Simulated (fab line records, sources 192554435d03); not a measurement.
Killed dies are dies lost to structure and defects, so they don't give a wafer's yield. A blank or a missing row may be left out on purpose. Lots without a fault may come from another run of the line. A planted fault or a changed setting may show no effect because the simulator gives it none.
Chamber matching | flow n5_finfet | N5_BEOL_M9_PECVD_70 on pecvd-03: 3 sister chambers
The step deposits SiO2 from TEOS/O2, target thk 20 nm, time 22.7 s. 24 wafers are shown with their chamber, then 12 later ones without.

WAFERS WITH THEIR CHAMBER
wafer  | chamber | throttle_valve_pct (%) | showerhead_plenum_p_Torr (Torr) | heater_power_w (W)
L074.1 | 1       | 23.6                   | 8.71                            | 626
L074.2 | 0       | 22.4                   | 8.88                            | 712
L074.3 | 2       | 21.8                   | 8.81                            | 604
L075.3 | 0       | 22.4                   | 8.88                            | 662
L075.4 | 2       | 21.9                   | 8.81                            | 552
L075.6 | 1       | 23.6                   | 8.75                            | 582
L080.1 | 2       | 21.7                   | 8.79                            | 628
L080.4 | 1       | 23.4                   | 8.72                            | 662
L080.6 | 0       | 22.3                   | 8.86                            | 718
L081.1 | 0       | 22.4                   | 8.86                            | 751
L081.2 | 2       | 21.4                   | 8.79                            | 621
L081.5 | 2       | 21.7                   | 8.80                            | 641
L082.1 | 0       | 22.3                   | 8.84                            | 722
L082.4 | 2       | 21.9                   | 8.79                            | 526
L082.5 | 0       | 22.1                   | 8.86                            | 734
L083.1 | 0       | 22.2                   | 8.89                            | 746
L083.2 | 1       | 23.5                   | 8.70                            | 678
L083.5 | 0       | 22.3                   | 8.87                            | 697
L088.2 | 1       | 23.6                   | 8.73                            | 593
L088.5 | 2       | 21.8                   | 8.76                            | 525
L088.6 | 0       | 22.3                   | 8.86                            | 682
L090.2 | 2       | 21.6                   | 8.79                            | 639
L090.3 | 0       | 22.1                   | 8.86                            | 730
L090.4 | 0       | 22.3                   | 8.87                            | 748

SIGNATURES (means of the wafers above)
reading                  | chamber 0 | chamber 1 | chamber 2 | scatter within a chamber
throttle_valve_pct       | 22.282    | 23.540    | 21.725    | 0.128
showerhead_plenum_p_Torr | 8.8664    | 8.7220    | 8.7925    | 0.0156
heater_power_w           | 718.36    | 628.20    | 592.00    | 39.3
Rule: a wafer's distance from a chamber is the root of the sum, over the readings, of the square of ((its reading less the chamber's mean) divided by the reading's scatter). The wafer belongs to the nearest chamber; if the next one is less than 2 further off, it can't be placed. The scatter: the root of (the sum of the squares of (reading less its chamber's mean) over the shown wafers, divided by (wafers less chambers)).

WAFERS WITHOUT THEIR CHAMBER
wafer  | throttle_valve_pct (%) | showerhead_plenum_p_Torr (Torr) | heater_power_w (W)
L087.1 | 22.2                   | 8.89                            | 734
L087.2 | 21.9                   | 8.79                            | 626
L087.6 | 21.5                   | 8.79                            | 636
L091.1 | 23.4                   | 8.72                            | 671
L091.3 | 21.6                   | 8.79                            | 639
L091.4 | 21.7                   | 8.82                            | 640
L092.2 | 22.0                   | 8.89                            | 722
L092.5 | 21.8                   | 8.78                            | 638
L092.6 | 22.2                   | 8.85                            | 744
L094.4 | 21.7                   | 8.80                            | 590
L094.5 | 23.5                   | 8.71                            | 536
L094.6 | 22.2                   | 8.85                            | 740

WHICH CHAMBER EACH WENT THROUGH
wafer  | from the rows above | in truth
L087.1 | 0                   | 0
L087.2 | 2                   | 2
L087.6 | 2                   | 2
L091.1 | 1                   | 1
L091.3 | 2                   | 2
L091.4 | 2                   | 2
L092.2 | 0                   | 0
L092.5 | 2                   | 2
L092.6 | 0                   | 0
L094.4 | 2                   | 2
L094.5 | 1                   | 1
L094.6 | 0                   | 0
Placed correctly: 12 of 12. Can't be placed from these rows: 0. Placed wrongly: 0.
